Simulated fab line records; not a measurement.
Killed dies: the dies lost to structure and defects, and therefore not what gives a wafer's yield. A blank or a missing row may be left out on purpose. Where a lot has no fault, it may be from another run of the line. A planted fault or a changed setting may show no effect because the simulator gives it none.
Chamber matching | flow n5 finfet | N5_SD_EPI_N_ETCH_45 on rie diel-03 has 4 sister chambers
The step etches SiOCN in CH3F/O2, target depth 6 nm. 14 wafers are shown with their chamber, then 7 later ones without.

WAFERS WITH THEIR CHAMBER
wafer  | chamber | throttle valve pct (%) | showerhead plenum p Torr (Torr) | oes product au (a.u.)
L074.4 | 2       | 22.94                  | 2.13                            | 0.98
L074.5 | 2       | 22.97                  | 2.13                            | 0.97
L074.6 | 1       | 22.81                  | 1.92                            | 0.79
L075.1 | 3       | 23.59                  | 1.99                            | 0.75
L075.3 | 0       | 23.53                  | 2.06                            | 0.71
L075.6 | 1       | 22.83                  | 1.92                            | 0.78
L079.2 | 0       | 23.55                  | 2.06                            | 0.70
L079.4 | 3       | 23.58                  | 1.99                            | 0.74
L079.5 | 0       | 23.54                  | 2.06                            | 0.70
L083.3 | 1       | 22.83                  | 1.91                            | 0.77
L083.4 | 2       | 22.96                  | 2.12                            | 0.92
L083.5 | 2       | 22.96                  | 2.12                            | 0.92
L084.4 | 2       | 22.96                  | 2.12                            | 0.93
L084.5 | 1       | 22.82                  | 1.91                            | 0.77

SIGNATURES (averages over the wafers above)
reading                  | chamber 0 | chamber 1 | chamber 2 | chamber 3 | scatter within a chamber
throttle valve pct       | 23.5400   | 22.8225   | 22.9580   | 23.5850   | 0.01
showerhead plenum p Torr | 2.0600    | 1.9150    | 2.1240    | 1.9900    | 0.00469
oes product au           | 0.7033    | 0.7775    | 0.9440    | 0.7450    | 0.0193
Rule: a wafer lies at a distance from a chamber equal to the root of the sum of squares, over the readings, of (its reading less the chamber's mean, divided by the reading's scatter). If the next closest chamber is less than 2 further off than the closest, the wafer can't be placed; otherwise it belongs to the closest. The scatter: take each reading less its chamber's mean, square it, sum over the shown wafers, divide by the number of wafers less the number of chambers, and take the root.

WAFERS WITH NO CHAMBER GIVEN
wafer  | throttle valve pct (%) | showerhead plenum p Torr (Torr) | oes product au (a.u.)
L084.6 | 22.98                  | 2.12                            | 0.93
L085.2 | 22.86                  | 1.91                            | 0.76
L085.4 | 22.96                  | 2.12                            | 0.91
L085.5 | 22.85                  | 1.91                            | 0.76
L089.1 | 22.87                  | 1.91                            | 0.75
L089.3 | 23.63                  | 1.99                            | 0.73
L089.6 | 22.97                  | 2.12                            | 0.91

THE CHAMBER EACH PASSED THROUGH
wafer  | from the rows above | in truth
L084.6 | 2                   | 2
L085.2 | 1                   | 1
L085.4 | 2                   | 2
L085.5 | 1                   | 1
L089.1 | 1                   | 1
L089.3 | 3                   | 3
L089.6 | 2                   | 2
Correct placement for 7 of the 7. From these rows, 0 cannot be placed. Wrongly placed: 0.
